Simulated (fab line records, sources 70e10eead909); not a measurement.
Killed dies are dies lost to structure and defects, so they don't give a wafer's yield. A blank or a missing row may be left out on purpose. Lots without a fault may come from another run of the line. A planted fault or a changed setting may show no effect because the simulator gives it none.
Which tool did it? | flow nand_harc | 22 lots, 66 wafers sampled, at 6 steps of a route of 1302

WHAT THE GAUGES READ, wafer by wafer
The record holds no reading of a measuring or inspecting step that can be judged against a usual standard deviation.

WHICH TOOL RAN EACH LOT (tool, then ch and the chambers of the sampled wafers, then the start)
lot  | NHARC_A_STAIRCASE_ETCH_197                    | NHARC_A_STAIRCASE_TRIM_229         | NHARC_A_STAIRCASE_TRIM_231                    | NHARC_A_STAIRCASE_HM_OPEN_460                 | NHARC_A_STAIRCASE_ETCH_294                    | NHARC_A_STAIRCASE_ETCHBACK_416
L074 | rie_diel-07 ch 0,2, day 16 06:35 or earlier   | rie_diel-02 ch 1,2,3, day 16 06:35 | rie_diel-02 ch 0,2, day 17 17:37 or earlier   | rie_diel-07 ch 0,3, day 17 17:37 or earlier   | rie_diel-07 ch 1,3, day 17 17:37 or earlier   | rie_diel-07 ch 0,1, day 17 17:37
L075 | rie_diel-02 ch 0,1,3, day 16 07:34 or earlier | rie_diel-04 ch 0,1,3, day 16 07:34 | rie_diel-04 ch 0,2,3, day 17 20:17 or earlier | rie_diel-02 ch 0,3, day 17 20:17 or earlier   | rie_diel-02 ch 1,2,3, day 17 20:17 or earlier | rie_diel-02 ch 0,1,2, day 17 20:17
L076 | rie_diel-04 ch 0,1,3, day 16 21:56 or earlier | rie_diel-07 ch 0,2, day 16 21:56   | rie_diel-07 ch 0,1,2, day 18 02:07 or earlier | rie_diel-07 ch 0,3, day 18 02:07 or earlier   | rie_diel-07 ch 0,1,3, day 18 02:07 or earlier | rie_diel-07 ch 0,3, day 18 02:07
L077 | rie_diel-02 ch 2,3, day 17 10:52 or earlier   | rie_diel-04 ch 0,1,3, day 17 10:52 | rie_diel-04 ch 0,1, day 18 13:40 or earlier   | rie_diel-07 ch 2,3, day 18 13:40 or earlier   | rie_diel-07 ch 1,2,3, day 18 13:40 or earlier | rie_diel-02 ch 0,2,3, day 18 13:40
L078 | rie_diel-07 ch 0,1, day 17 23:19 or earlier   | rie_diel-07 ch 1,2,3, day 17 23:19 | rie_diel-07 ch 0,1,3, day 19 03:49 or earlier | rie_diel-04 ch 0,2,3, day 19 03:49 or earlier | rie_diel-04 ch 0,1,2, day 19 03:49 or earlier | rie_diel-07 ch 0,2,3, day 19 03:49
L080 | rie_diel-07 ch 0,1,2, day 18 18:53 or earlier | rie_diel-02 ch 0,2,3, day 18 18:53 | rie_diel-02 ch 0,1,3, day 19 20:04 or earlier | rie_diel-07 ch 0,2,3, day 19 20:04 or earlier | rie_diel-07 ch 0,1,3, day 19 20:04 or earlier | rie_diel-04 ch 0,1,3, day 19 20:04
L081 | rie_diel-04 ch 1,2, day 20 02:53 or earlier   | rie_diel-04 ch 0,2,3, day 20 02:53 | rie_diel-04 ch 0,2,3, no start                | rie_diel-04 ch 2,3, no start                  | rie_diel-04 ch 0,1, no start                  | rie_diel-07 ch 0,1,2, no start
L082 | rie_diel-07 ch 2,3, day 20 08:36 or earlier   | rie_diel-02 ch 1,2,3, day 20 08:36 | rie_diel-02 ch 2,3, no start                  | rie_diel-04 ch 1,2, no start                  | rie_diel-04 ch 0,1,2, no start                | rie_diel-07 ch 0,1,2, no start
L083 | rie_diel-07 ch 0,1, day 20 11:37 or earlier   | rie_diel-04 ch 0,1,2, day 20 11:37 | rie_diel-04 ch 0,1,3, no start                | rie_diel-04 ch 0,2, no start                  | rie_diel-04 ch 0,1,2, no start                | rie_diel-07 ch 0,2,3, no start
L084 | rie_diel-04 ch 0,2, day 20 12:37 or earlier   | rie_diel-02 ch 0,1,3, day 20 12:37 | rie_diel-02 ch 0,1,2, no start                | rie_diel-02 ch 0,2,3, no start                | rie_diel-02 ch 0,3, no start                  | rie_diel-07 ch 0,1,3, no start
L086 | rie_diel-02 ch 0,2,3, day 21 09:59 or earlier | rie_diel-02 ch 0,1,2, day 21 09:59 | rie_diel-02 ch 0,1,2, no start                | rie_diel-04 ch 1,2,3, no start                | rie_diel-04 ch 1,2,3, no start                | rie_diel-04 ch 0,1,2, no start
L085 | rie_diel-07 ch 2,3, day 21 12:59 or earlier   | rie_diel-07 ch 1,3, day 21 12:59   | rie_diel-07 ch 0,2,3, no start                | rie_diel-04 ch 2,3, no start                  | rie_diel-04 ch 0,1,3, no start                | rie_diel-04 ch 2,3, no start
L088 | rie_diel-07 ch 1,2, day 22 05:05 or earlier   | rie_diel-04 ch 1,3, day 22 05:05   | rie_diel-04 ch 0,2, day 23 10:58 or earlier   | rie_diel-07 ch 0,1,2, day 23 10:58 or earlier | rie_diel-07 ch 0,1,2, day 23 10:58 or earlier | rie_diel-07 ch 0,1,2, day 23 10:58
L089 | rie_diel-07 ch 0,2,3, day 22 06:27 or earlier | rie_diel-02 ch 0,1,3, day 22 06:27 | rie_diel-02 ch 0,2,3, day 23 11:59 or earlier | rie_diel-04 ch 1,2,3, day 23 11:59 or earlier | rie_diel-04 ch 0,1,2, day 23 11:59 or earlier | rie_diel-02 ch 0,1,3, day 23 11:59
L090 | rie_diel-07 ch 0,1,2, day 23 04:48 or earlier | rie_diel-04 ch 1,2,3, day 23 04:48 | rie_diel-02 ch 1,2,3, no start                | rie_diel-07 ch 1,3, no start                  | rie_diel-07 ch 1,3, no start                  | rie_diel-07 ch 0,1,3, no start
L091 | rie_diel-02 ch 1,2,3, day 23 14:23 or earlier | rie_diel-02 ch 2,3, day 23 14:23   | rie_diel-02 ch 0,2,3, no start                | rie_diel-02 ch 2,3, no start                  | rie_diel-02 ch 0,2, no start                  | rie_diel-07 ch 1,2, no start
L092 | rie_diel-02 ch 0,1,2, day 23 16:55 or earlier | rie_diel-04 ch 0,2,3, day 23 16:55 | rie_diel-04 ch 0,2, no start                  | rie_diel-02 ch 0,1, no start                  | rie_diel-02 ch 0,1,3, no start                | rie_diel-07 ch 0,1,3, no start
L095 | rie_diel-07 ch 0,1,3, day 25 06:42 or earlier | rie_diel-04 ch 0,3, day 25 06:42   | rie_diel-04 ch 0,3, no start                  | rie_diel-04 ch 1,3, no start                  | rie_diel-04 ch 0,1,3, no start                | rie_diel-07 ch 0,1,3, no start
L094 | rie_diel-04 ch 0,2,3, day 25 04:46 or earlier | rie_diel-02 ch 0,2,3, day 25 04:46 | rie_diel-02 ch 1,2,3, no start                | rie_diel-07 ch 0,2,3, no start                | rie_diel-07 ch 1,2,3, no start                | rie_diel-04 ch 0,1,2, no start
L093 | rie_diel-04 ch 0,1,3, day 25 07:45 or earlier | rie_diel-02 ch 1,2,3, day 25 07:45 | rie_diel-02 ch 0,1,2, no start                | rie_diel-04 ch 0,3, no start                  | rie_diel-04 ch 0,1,3, no start                | rie_diel-04 ch 0,1,2, no start
L097 | rie_diel-07 ch 0,1,2, day 25 21:37 or earlier | rie_diel-07 ch 1,3, day 25 21:37   | rie_diel-07 ch 1,2,3, no start                | rie_diel-02 ch 1,2,3, no start                | rie_diel-02 ch 1,3, no start                  | rie_diel-04 ch 1,2, no start
L096 | rie_diel-07 ch 0,2,3, day 25 23:35 or earlier | rie_diel-02 ch 0,1,3, day 25 23:35 | rie_diel-02 ch 0,3, no start                  | rie_diel-04 ch 0,2,3, no start                | rie_diel-04 ch 0,3, no start                  | rie_diel-02 ch 1,2, no start
- NHARC_A_STAIRCASE_ETCH_197: etches the open film in C4F8/O2, target depth 100 nm, time 40.5 s.
- NHARC_A_STAIRCASE_TRIM_229: chemistry O2, time 211.2 s.
- NHARC_A_STAIRCASE_TRIM_231: chemistry O2, time 211.2 s.
- NHARC_A_STAIRCASE_HM_OPEN_460: chemistry O2/COS.
- NHARC_A_STAIRCASE_ETCH_294: etches the open film in C4F8/O2/Ar, target depth 4989 nm, time 1211.6 s.
- NHARC_A_STAIRCASE_ETCHBACK_416: etches the open film in C4F8/O2/Ar, target depth 36 nm, time 7.2 s.

WHAT THE TOOLS THEMSELVES READ (means of the sampled wafers that have a number; where no wafer has one, the mark that the record gives instead)
NHARC_A_STAIRCASE_ETCH_197. Usual: bias_w 999.9 W, standard deviation 2.8; oes_product_au 0.950 a.u., standard deviation 0.017; rf_vpp_V 896 V, standard deviation 5.4.
lot  | tool        | bias_w (W) | oes_product_au (a.u.) | rf_vpp_V (V) | flag
L074 | rie_diel-07 | 1002.1     | 0.945                 | 897          |
L075 | rie_diel-02 | 1000.2     | 0.946                 | 891          |
L076 | rie_diel-04 | 999.4      | 0.949                 | 893          |
L077 | rie_diel-02 | 999.4      | 0.965                 | 891          |
L078 | rie_diel-07 | 999.1      | 0.938                 | 900          |
L080 | rie_diel-07 | 999.1      | 0.968                 | 900          |
L081 | rie_diel-04 | 999.5      | 0.973                 | 895          |
L082 | rie_diel-07 | 1000.5     | 0.923                 | 893          |
L083 | rie_diel-07 | 1001.8     | 0.946                 | 900          |
L084 | rie_diel-04 | 999.9      | 0.935                 | 891          |
L086 | rie_diel-02 | 1001.6     | 0.942                 | 896          |
L085 | rie_diel-07 | 1001.0     | 0.957                 | 893          |
L088 | rie_diel-07 | 999.4      | 0.941                 | 901          |
L089 | rie_diel-07 | 999.1      | 0.947                 | 895          |
L090 | rie_diel-07 | 996.8      | 0.967                 | 899          |
L091 | rie_diel-02 | 999.7      | 0.936                 | 891          |
L092 | rie_diel-02 | 1000.6     | 0.960                 | 895          |
L095 | rie_diel-07 | 1001.4     | 0.941                 | 897          |
L094 | rie_diel-04 | 1002.2     | 0.943                 | 895          |
L093 | rie_diel-04 | 998.4      | 0.935                 | 899          |
L097 | rie_diel-07 | 998.5      | 0.979                 | 899          |
L096 | rie_diel-07 | 999.8      | 0.972                 | 894          |

NHARC_A_STAIRCASE_TRIM_229. Usual: drypump_motor_current_A 5.8 A, standard deviation 0.56; oes_product_au 0.997 a.u., standard deviation 0.0072; rf_vpp_V 57.7 V, standard deviation 0.87; showerhead_plenum_p_Torr 3.51 Torr, standard deviation 0.16; throttle_valve_pct 17.037 %, standard deviation 0.0089.
lot  | tool        | drypump_motor_current_A (A) | oes_product_au (a.u.) | rf_vpp_V (V) | showerhead_plenum_p_Torr (Torr) | throttle_valve_pct (%) | flag
L074 | rie_diel-02 | 5.5                         | 0.995                 | 57.2         | 3.42                            | 17.040                 |
L075 | rie_diel-04 | 6.3                         | 1.005                 | 57.2         | 3.47                            | 17.040                 |
L076 | rie_diel-07 | 6.2                         | 1.000                 | 58.7         | 3.58                            | 17.029                 |
L077 | rie_diel-04 | 6.3                         | 1.000                 | 58.0         | 3.46                            | 17.028                 |
L078 | rie_diel-07 | 5.9                         | 0.996                 | 57.6         | 3.57                            | 17.037                 |
L080 | rie_diel-02 | 5.2                         | 1.000                 | 57.5         | 3.54                            | 17.042                 |
L081 | rie_diel-04 | 6.1                         | 1.001                 | 57.2         | 3.38                            | 17.030                 |
L082 | rie_diel-02 | 5.5                         | 0.988                 | 57.5         | 3.40                            | 17.043                 |
L083 | rie_diel-04 | 6.4                         | 0.999                 | 57.3         | 3.44                            | 17.031                 |
L084 | rie_diel-02 | 5.3                         | 0.998                 | 57.6         | 3.56                            | 17.039                 |
L086 | rie_diel-02 | 5.3                         | 0.983                 | 58.0         | 3.50                            | 17.036                 |
L085 | rie_diel-07 | 5.8                         | 0.998                 | 57.8         | 3.63                            | 17.037                 |
L088 | rie_diel-04 | 6.5                         | 0.984                 | 57.6         | 3.55                            | 17.042                 |
L089 | rie_diel-02 | 5.3                         | 0.997                 | 58.3         | 3.55                            | 17.025                 |
L090 | rie_diel-04 | 6.4                         | 0.995                 | 57.4         | 3.47                            | 17.045                 |
L091 | rie_diel-02 | 5.4                         | 0.985                 | 57.7         | 3.41                            | 17.041                 |
L092 | rie_diel-04 | 6.1                         | 0.995                 | 57.4         | 3.54                            | 17.041                 |
L095 | rie_diel-04 | 6.0                         | 1.001                 | 57.7         | 3.54                            | 17.036                 |
L094 | rie_diel-02 | 5.2                         | 0.992                 | 58.4         | 3.52                            | 17.041                 |
L093 | rie_diel-02 | 5.5                         | 0.991                 | 57.4         | 3.38                            | 17.044                 |
L097 | rie_diel-07 | 5.4                         | 0.998                 | 58.1         | 3.50                            | 17.035                 |
L096 | rie_diel-02 | 5.3                         | 1.003                 | 57.3         | 3.54                            | 17.034                 |

NHARC_A_STAIRCASE_TRIM_231. Usual: drypump_motor_current_A 5.7 A, standard deviation 0.53; oes_product_au 0.996 a.u., standard deviation 0.0078; rf_vpp_V 57.7 V, standard deviation 0.88; showerhead_plenum_p_Torr 3.49 Torr, standard deviation 0.16; throttle_valve_pct 17.037 %, standard deviation 0.0093.
lot  | tool        | drypump_motor_current_A (A) | oes_product_au (a.u.) | rf_vpp_V (V) | showerhead_plenum_p_Torr (Torr) | throttle_valve_pct (%) | flag
L074 | rie_diel-02 | 5.2                         | 1.005                 | 57.8         | 3.32                            | 17.042                 |
L075 | rie_diel-04 | 6.2                         | 0.997                 | 57.4         | 3.40                            | 17.030                 |
L076 | rie_diel-07 | 6.2                         | 0.997                 | 58.7         | 3.63                            | 17.036                 |
L077 | rie_diel-04 | 6.5                         | 0.995                 | 58.5         | 3.52                            | 17.041                 |
L078 | rie_diel-07 | 5.7                         | 0.997                 | 57.2         | 3.58                            | 17.036                 |
L080 | rie_diel-02 | 5.3                         | 0.991                 | 57.5         | 3.57                            | 17.043                 |
L081 | rie_diel-04 | 6.1                         | 0.992                 | 58.0         | 3.38                            | 17.050                 |
L082 | rie_diel-02 | 5.4                         | 0.993                 | 58.1         | 3.43                            | 17.034                 |
L083 | rie_diel-04 | 6.3                         | 0.990                 | 57.2         | 3.45                            | 17.042                 |
L084 | rie_diel-02 | 5.3                         | 0.995                 | 57.4         | 3.51                            | 17.034                 |
L086 | rie_diel-02 | 5.3                         | 0.991                 | 57.9         | 3.50                            | 17.038                 |
L085 | rie_diel-07 | 5.9                         | 1.001                 | 57.3         | 3.51                            | 17.038                 |
L088 | rie_diel-04 | 6.2                         | 1.005                 | 57.0         | 3.33                            | 17.034                 |
L089 | rie_diel-02 | 5.2                         | 0.989                 | 57.1         | 3.53                            | 17.043                 |
L090 | rie_diel-02 | 5.5                         | 0.989                 | 57.5         | 3.39                            | 17.042                 |
L091 | rie_diel-02 | 5.2                         | 0.992                 | 58.1         | 3.52                            | 17.041                 |
L092 | rie_diel-04 | 6.2                         | 0.996                 | 57.6         | 3.67                            | 17.044                 |
L095 | rie_diel-04 | 6.1                         | 1.001                 | 58.5         | 3.67                            | 17.034                 |
L094 | rie_diel-02 | 5.5                         | 1.004                 | 57.3         | 3.38                            | 17.037                 |
L093 | rie_diel-02 | 5.3                         | 0.997                 | 57.7         | 3.49                            | 17.037                 |
L097 | rie_diel-07 | 5.9                         | 0.997                 | 57.8         | 3.54                            | 17.034                 |
L096 | rie_diel-02 | 5.1                         | 1.000                 | 57.7         | 3.67                            | 17.040                 |

NHARC_A_STAIRCASE_HM_OPEN_460. Usual: bias_w 300.0 W, standard deviation 0.91; drypump_motor_current_A 5.9 A, standard deviation 0.56; oes_product_au 1.000 a.u., standard deviation 0.0081; rf_vpp_V 467 V, standard deviation 3.1; showerhead_plenum_p_Torr 3.10 Torr, standard deviation 0.14; throttle_valve_pct 28.331 %, standard deviation 0.0087.
lot  | tool        | bias_w (W) | drypump_motor_current_A (A) | oes_product_au (a.u.) | rf_vpp_V (V) | showerhead_plenum_p_Torr (Torr) | throttle_valve_pct (%) | flag
L074 | rie_diel-07 | 299.4      | 5.4                         | 0.999                 | 466          | 3.08                            | 28.336                 |
L075 | rie_diel-02 | 300.4      | 5.1                         | 1.006                 | 463          | 2.96                            | 28.328                 |
L076 | rie_diel-07 | 300.4      | 5.4                         | 1.001                 | 466          | 3.08                            | 28.332                 |
L077 | rie_diel-07 | 300.0      | 5.5                         | 1.001                 | 466          | 3.07                            | 28.332                 |
L078 | rie_diel-04 | 300.3      | 6.1                         | 1.009                 | 465          | 2.99                            | 28.329                 |
L080 | rie_diel-07 | 299.7      | 5.9                         | 1.003                 | 467          | 3.11                            | 28.334                 |
L081 | rie_diel-04 | 299.9      | 6.1                         | 1.004                 | 465          | 3.02                            | 28.325                 |
L082 | rie_diel-04 | 299.0      | 6.6                         | 0.994                 | 467          | 3.14                            | 28.336                 |
L083 | rie_diel-04 | 298.6      | 6.3                         | 1.005                 | 465          | 2.98                            | 28.332                 |
L084 | rie_diel-02 | 300.7      | 5.2                         | 0.990                 | 468          | 3.13                            | 28.343                 |
L086 | rie_diel-04 | 299.9      | 6.4                         | 0.998                 | 466          | 3.08                            | 28.331                 |
L085 | rie_diel-04 | 300.1      | 6.2                         | 1.013                 | 465          | 3.01                            | 28.335                 |
L088 | rie_diel-07 | 299.9      | 6.2                         | 0.997                 | 468          | 3.20                            | 28.333                 |
L089 | rie_diel-04 | 300.0      | 6.4                         | 1.004                 | 465          | 3.08                            | 28.334                 |
L090 | rie_diel-07 | 300.0      | 5.8                         | 0.994                 | 469          | 3.20                            | 28.330                 |
L091 | rie_diel-02 | 299.5      | 5.4                         | 0.990                 | 465          | 3.01                            | 28.321                 |
L092 | rie_diel-02 | 300.3      | 5.2                         | 0.993                 | 470          | 3.23                            | 28.327                 |
L095 | rie_diel-04 | 299.5      | 6.5                         | 1.000                 | 468          | 3.13                            | 28.334                 |
L094 | rie_diel-07 | 300.2      | 5.9                         | 1.003                 | 466          | 3.09                            | 28.334                 |
L093 | rie_diel-04 | 299.7      | 6.0                         | 1.000                 | 469          | 3.24                            | 28.339                 |
L097 | rie_diel-02 | 300.8      | 5.5                         | 1.001                 | 463          | 2.99                            | 28.339                 |
L096 | rie_diel-04 | 299.3      | 6.1                         | 1.006                 | 467          | 3.12                            | 28.333                 |

NHARC_A_STAIRCASE_ETCH_294. Usual: bias_w 2999 W, standard deviation 8; oes_product_au 0.931 a.u., standard deviation 0.009; rf_vpp_V 1825 V, standard deviation 12.
lot  | tool        | bias_w (W) | oes_product_au (a.u.) | rf_vpp_V (V) | flag
L074 | rie_diel-07 | 3001       | 0.931                 | 1834         |
L075 | rie_diel-02 | 3000       | 0.930                 | 1817         |
L076 | rie_diel-07 | 3004       | 0.937                 | 1830         |
L077 | rie_diel-07 | 3002       | 0.933                 | 1830         |
L078 | rie_diel-04 | 3006       | 0.924                 | 1820         |
L080 | rie_diel-07 | 2993       | 0.928                 | 1831         |
L081 | rie_diel-04 | 3004       | 0.934                 | 1825         |
L082 | rie_diel-04 | 3003       | 0.922                 | 1820         |
L083 | rie_diel-04 | 2998       | 0.930                 | 1820         |
L084 | rie_diel-02 | 2993       | 0.920                 | 1831         |
L086 | rie_diel-04 | 2994       | 0.923                 | 1822         |
L085 | rie_diel-04 | 3007       | 0.945                 | 1820         |
L088 | rie_diel-07 | 2992       | 0.939                 | 1833         |
L089 | rie_diel-04 | 3004       | 0.941                 | 1819         |
L090 | rie_diel-07 | 2998       | 0.925                 | 1826         |
L091 | rie_diel-02 | 2996       | 0.936                 | 1834         |
L092 | rie_diel-02 | 3006       | 0.926                 | 1827         |
L095 | rie_diel-04 | 3007       | 0.928                 | 1833         |
L094 | rie_diel-07 | 2994       | 0.924                 | 1828         |
L093 | rie_diel-04 | 2995       | 0.928                 | 1833         |
L097 | rie_diel-02 | 2996       | 0.931                 | 1817         |
L096 | rie_diel-04 | 2997       | 0.931                 | 1826         |

NHARC_A_STAIRCASE_ETCHBACK_416. Usual: bias_w 799.7 W, standard deviation 2.7; oes_product_au 0.94 a.u., standard deviation 0.033; rf_vpp_V 723 V, standard deviation 4.2.
lot  | tool        | bias_w (W) | oes_product_au (a.u.) | rf_vpp_V (V) | flag
L074 | rie_diel-07 | 797.8      | 0.92                  | 729          |
L075 | rie_diel-02 | 796.8      | 1.01                  | 722          |
L076 | rie_diel-07 | 800.1      | 0.93                  | 723          |
L077 | rie_diel-02 | 801.1      | 0.92                  | 724          |
L078 | rie_diel-07 | 798.9      | 0.92                  | 723          |
L080 | rie_diel-04 | 801.5      | 0.93                  | 721          |
L081 | rie_diel-07 | 800.7      | 1.00                  | 726          |
L082 | rie_diel-07 | 800.9      | 1.01                  | 726          |
L083 | rie_diel-07 | 801.4      | 1.00                  | 723          |
L084 | rie_diel-07 | 796.6      | 0.99                  | 724          |
L086 | rie_diel-04 | 799.9      | 0.92                  | 721          |
L085 | rie_diel-04 | 798.2      | 0.93                  | 719          |
L088 | rie_diel-07 | 798.5      | 0.92                  | 726          |
L089 | rie_diel-02 | 800.0      | 0.92                  | 724          |
L090 | rie_diel-07 | 799.1      | 0.92                  | 724          |
L091 | rie_diel-07 | 798.5      | 0.95                  | 725          |
L092 | rie_diel-07 | 801.3      | 0.93                  | 724          |
L095 | rie_diel-07 | 802.3      | 0.92                  | 724          |
L094 | rie_diel-04 | 804.0      | 0.93                  | 726          |
L093 | rie_diel-04 | 800.1      | 0.92                  | 724          |
L097 | rie_diel-04 | 795.8      | 0.92                  | 720          |
L096 | rie_diel-02 | 800.7      | 0.91                  | 717          |

THE ANSWER, worked out from the rows above alone
Rule: a lot is off if the mean of its wafers that have a number lies more than 3 standard deviations from the usual mean. A lot without any number at a reading at which 4 lots or more have one is off too. The other lots that the step has rows for count as sound. The gauges are gone through in route order, then the tools' own readings, and for those a lot's mean is taken as printed above. The first step at which some lot is off is used, and at that step the reading that is off furthest; a lot without a number counts as furthest.
No lot is off at any reading shown: from this, nothing can be told.

WHAT THE SIMULATOR HAD PUT IN
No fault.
